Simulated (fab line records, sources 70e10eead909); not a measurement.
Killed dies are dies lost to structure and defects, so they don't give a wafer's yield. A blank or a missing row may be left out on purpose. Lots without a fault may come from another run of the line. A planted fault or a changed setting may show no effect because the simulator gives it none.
Chamber matching | flow nand_harc | NHARC_A_CHANNEL_HOLE_D1_DESCUM_15 on rie_diel-05: 4 sister chambers
The step chemistry O2, time 3 s. 18 wafers are shown with their chamber, then 9 later ones without.

WAFERS WITH THEIR CHAMBER
wafer  | chamber | showerhead_plenum_p_Torr (Torr) | drypump_motor_current_A (A) | oes_product_au (a.u.)
L075.2 | 2       | 2.00                            | 5.5                         | 0.981
L075.3 | 0       | 2.07                            | 5.6                         | 0.993
L075.4 | 1       | 1.91                            | 5.3                         | 1.017
L079.1 | 3       | 2.03                            | 6.2                         | 1.031
L079.2 | 1       | 1.91                            | 5.3                         | 1.020
L079.5 | 0       | 2.07                            | 5.7                         | 0.998
L082.1 | 2       | 1.99                            | 5.5                         | 0.989
L082.2 | 3       | 2.03                            | 6.2                         | 1.017
L082.3 | 0       | 2.07                            | 5.6                         | 1.000
L082.4 | 1       | 1.91                            | 5.3                         | 1.017
L082.5 | 3       | 2.03                            | 6.2                         | 1.029
L082.6 | 0       | 2.07                            | 5.7                         | 1.000
L083.2 | 3       | 2.03                            | 6.2                         | 1.014
L083.3 | 0       | 2.07                            | 5.7                         | 1.003
L083.4 | 2       | 1.99                            | 5.5                         | 0.975
L085.1 | 3       | 2.03                            | 6.2                         | 1.023
L085.2 | 1       | 1.91                            | 5.3                         | 1.006
L085.3 | 0       | 2.07                            | 5.6                         | 0.990

SIGNATURES (means of the wafers above)
reading                  | chamber 0 | chamber 1 | chamber 2 | chamber 3 | scatter within a chamber
showerhead_plenum_p_Torr | 2.0700    | 1.9100    | 1.9933    | 2.0300    | 0.00218
drypump_motor_current_A  | 5.650     | 5.300     | 5.500     | 6.200     | 0.0327
oes_product_au           | 0.99733   | 1.01500   | 0.98167   | 1.02280   | 0.00626
Rule: a wafer's distance from a chamber is the root of the sum, over the readings, of the square of ((its reading less the chamber's mean) divided by the reading's scatter). The wafer belongs to the nearest chamber; if the next one is less than 2 further off, it can't be placed. The scatter: the root of (the sum of the squares of (reading less its chamber's mean) over the shown wafers, divided by (wafers less chambers)).

WAFERS WITHOUT THEIR CHAMBER
wafer  | showerhead_plenum_p_Torr (Torr) | drypump_motor_current_A (A) | oes_product_au (a.u.)
L090.1 | 2.03                            | 6.2                         | 1.025
L090.3 | 2.06                            | 5.6                         | 0.993
L090.4 | 1.99                            | 5.5                         | 0.997
L096.3 | 1.99                            | 5.5                         | 0.989
L096.4 | 2.02                            | 6.2                         | 1.029
L096.6 | 2.03                            | 6.2                         | 1.020
L095.2 | 2.02                            | 6.2                         | 1.009
L095.3 | 1.99                            | 5.5                         | 0.986
L095.5 | 1.91                            | 5.4                         | 1.025

WHICH CHAMBER EACH WENT THROUGH
wafer  | from the rows above | in truth
L090.1 | 3                   | 3
L090.3 | 0                   | 0
L090.4 | 2                   | 2
L096.3 | 2                   | 2
L096.4 | 3                   | 3
L096.6 | 3                   | 3
L095.2 | 3                   | 3
L095.3 | 2                   | 2
L095.5 | 1                   | 1
Placed correctly: 9 of 9. Can't be placed from these rows: 0. Placed wrongly: 0.
